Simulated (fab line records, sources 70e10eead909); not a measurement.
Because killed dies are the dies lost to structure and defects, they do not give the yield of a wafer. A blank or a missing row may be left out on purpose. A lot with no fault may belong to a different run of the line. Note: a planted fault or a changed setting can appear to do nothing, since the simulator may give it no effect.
Comparing a struck lot with a sound one    flow nand harc    40 out of 1302 route steps
Sound: wafers L507.1, L507.3, L507.5. The struck wafers were L521.1, L521.2, L521.3. The cause is given at the end.
Per side, at each step with rows, come the tool, then ch with its chambers, and then its first start. Under that, the readings that differ: sound wafers    struck wafers    difference of the means    sigmas: that difference in standard deviations of wafers without a fault.
alike: words and numbers the same on both sides, and readings whose means are apart by under 2 such deviations; not compared: readings that were withheld, readings missing a value for some wafer, numbers with overlapping values and no deviation given by the record, and bounds like >300 which may hide the same value.
The two part at a step that has a row with sigmas, a row that says differs or no value, or rows on one side only. Numbers that have no deviation but don't overlap get no sigmas and don't part them. A reading that every wafer of one side lacks parts them only if that side has two wafers or more.

first, 6 steps without rows for these wafers: NHARC_A_DECK1_JOINT_CVD_34 (deposits SiNx, target thk 20 nm); NHARC_A_DECK1_JOINT_DEP_06 (deposits SiOx, target thk 80 nm); NHARC_A_DECK1_JOINT_CURE_26 (time 32 s); NHARC_A_DECK1_JOINT_ANNEAL_27 (time 3600 s); NHARC_A_DECK1_JOINT_ANNEAL_28 (time 1800 s); NHARC_A_DECK1_JOINT_ANNEAL_29 (time 1800 s).
NHARC_A_DECK1_JOINT_CMP_02: polishes SiOx.
  sound on cmp-03 ch 0,1, day 14 08:54; struck on cmp-03 ch 0,1,3, day 19 23:33
  alike: motor current A
after that, 1 step had no rows for these wafers: NHARC_A_DECK1_JOINT_SRD_15.
NHARC_A_DECK1_JOINT_DEP_16: deposits SiO2, target thk 45 nm.
  sound on pecvd-04 ch 0,1,2, day 14 09:26; struck on pecvd-03 ch 0,1,2, day 20 00:15
  alike: heater power w, throttle valve pct
NHARC_A_DECK1_JOINT_THK_MEAS_17: measures by ellipsometry.
  sound on film metro-02 at day 14 09:43; struck on film metro-02 at day 20 00:32
  alike: thk nm
NHARC_A_DECK1_JOINT_INSPECT_05:
  sound on defect inspect-02 at day 14 09:44; struck on defect inspect-01 at day 20 00:34
  alike: raw defect count
NHARC_A_ONON_D2_DEP_00: target thk 1000 nm.
  sound on pecvd onon-02 ch 0, day 14 09:49; struck on pecvd onon-02 ch 0, day 20 00:38
NHARC_A_ONON_D2_THK_MEAS_02: measures by ellipsometry.
  sound on film metro-02 at day 14 10:19; struck on film metro-02 at day 20 01:08
  alike: thk nm
then, no rows for these wafers at 1 step: NHARC_A_ONON_D2_DEP_03 (target thk 1000 nm).
NHARC_A_ONON_D2_THK_MEAS_05: measures by ellipsometry.
  sound on film metro-01 at day 14 10:53; struck on film metro-02 at day 20 01:51
  alike: thk nm
then, no rows for these wafers at 1 step: NHARC_A_ONON_D2_DEP_06 (target thk 1000 nm).
NHARC_A_ONON_D2_THK_MEAS_08: measures by ellipsometry.
  sound on film metro-01 at day 14 11:28; struck on film metro-02 at day 20 02:38
  alike: thk nm
then, no rows for these wafers at 1 step: NHARC_A_ONON_D2_DEP_09 (target thk 1000 nm).
NHARC_A_ONON_D2_THK_MEAS_11: measures by ellipsometry.
  sound on film metro-01 at day 14 12:01; struck on film metro-02 at day 20 03:36
  alike: thk nm
then, no rows for these wafers at 1 step: NHARC_A_ONON_D2_DEP_12 (target thk 1000 nm).
NHARC_A_ONON_D2_THK_MEAS_14: measures by ellipsometry.
  sound on film metro-01 at day 14 12:35; struck on film metro-02 at day 20 04:24
  alike: thk nm
then, 2 steps without rows for these wafers: NHARC_A_ONON_D2_ANNEAL_15 (time 3600 s); NHARC_A_ONON_D2_DEP_16 (target thk 1000 nm).
NHARC_A_ONON_D2_THK_MEAS_18: measures by ellipsometry.
  sound on film metro-01 at day 14 20:23; struck on film metro-02 at day 20 11:26
  alike: thk nm
then, no rows for these wafers at 1 step: NHARC_A_ONON_D2_DEP_19 (target thk 1000 nm).
NHARC_A_ONON_D2_THK_MEAS_21: measures by ellipsometry.
  sound on film metro-02 at day 14 20:57; struck on film metro-02 at day 20 12:00
  alike: thk nm
then, no rows for these wafers at 1 step: NHARC_A_ONON_D2_DEP_22 (target thk 1000 nm).
NHARC_A_ONON_D2_THK_MEAS_24: measures by ellipsometry.
  sound on film metro-01 at day 14 21:31; struck on film metro-02 at day 20 12:34
  alike: thk nm
then, no rows for these wafers at 1 step: NHARC_A_ONON_D2_DEP_25 (target thk 1000 nm).
NHARC_A_ONON_D2_THK_MEAS_27: measures by ellipsometry.
  sound on film metro-02 at day 14 22:05; struck on film metro-02 at day 20 13:08
  alike: thk nm
then, no rows for these wafers at 1 step: NHARC_A_ONON_D2_DEP_28 (target thk 1000 nm).
NHARC_A_ONON_D2_THK_MEAS_30: measures by ellipsometry.
  sound on film metro-01 at day 14 22:38; struck on film metro-02 at day 20 13:42
reading      sound           struck       difference  sigmas
thk nm (nm)  1021 1020 1021  993 990 992  -29         -3
NHARC_A_ONON_D2_DEP_33: deposits SiO2, target thk 200 nm.
  sound on pecvd-03 ch 0,2, day 14 22:54; struck on pecvd-03 ch 0,1,2, day 20 13:46
  alike: heater power w, throttle valve pct
NHARC_A_ONON_D2_THK_MEAS_34: measures by ellipsometry.
  sound on film metro-02 at day 14 23:16; struck on film metro-02 at day 20 14:10
  alike: thk nm
NHARC_A_CHANNEL_HOLE_D2_DEP_00: deposits aC, target thk 3100 nm.
  sound on acl dep-03 ch 0, day 15 00:47; struck on acl dep-01 ch 0, day 20 16:49
  alike: throttle valve pct
NHARC_A_CHANNEL_HOLE_D2_DEP_01: deposits SiON, target thk 140 nm.
  sound on pecvd-01 ch 0,2, day 15 02:43; struck on pecvd-02 ch 0,1,2, day 20 18:45
  alike: heater power w
then, 3 steps without rows for these wafers: NHARC_A_CHANNEL_HOLE_D2_DEHYDRATE_02 (time 120 s); NHARC_A_CHANNEL_HOLE_D2_HMDS_03 (time 30 s); NHARC_A_CHANNEL_HOLE_D2_COAT_36 (time 75 s).
-- record jumps: 11 days between struck wafers' starts before vs after; left off in module A_CHANNEL_HOLE_D2, resumes in module END, first step shown is number 1302 of the route --
NHARC_END_SORT_01:
  only the struck wafers appear in the record here, on prober-02 ch 0 at day 31 23:56; the sound ones have no rows

== WHERE THEY PART ==
Earliest at NHARC_A_ONON_D2_THK_MEAS_30; latest, in this record, at NHARC_END_SORT_01.

WHY: what the simulator had put in
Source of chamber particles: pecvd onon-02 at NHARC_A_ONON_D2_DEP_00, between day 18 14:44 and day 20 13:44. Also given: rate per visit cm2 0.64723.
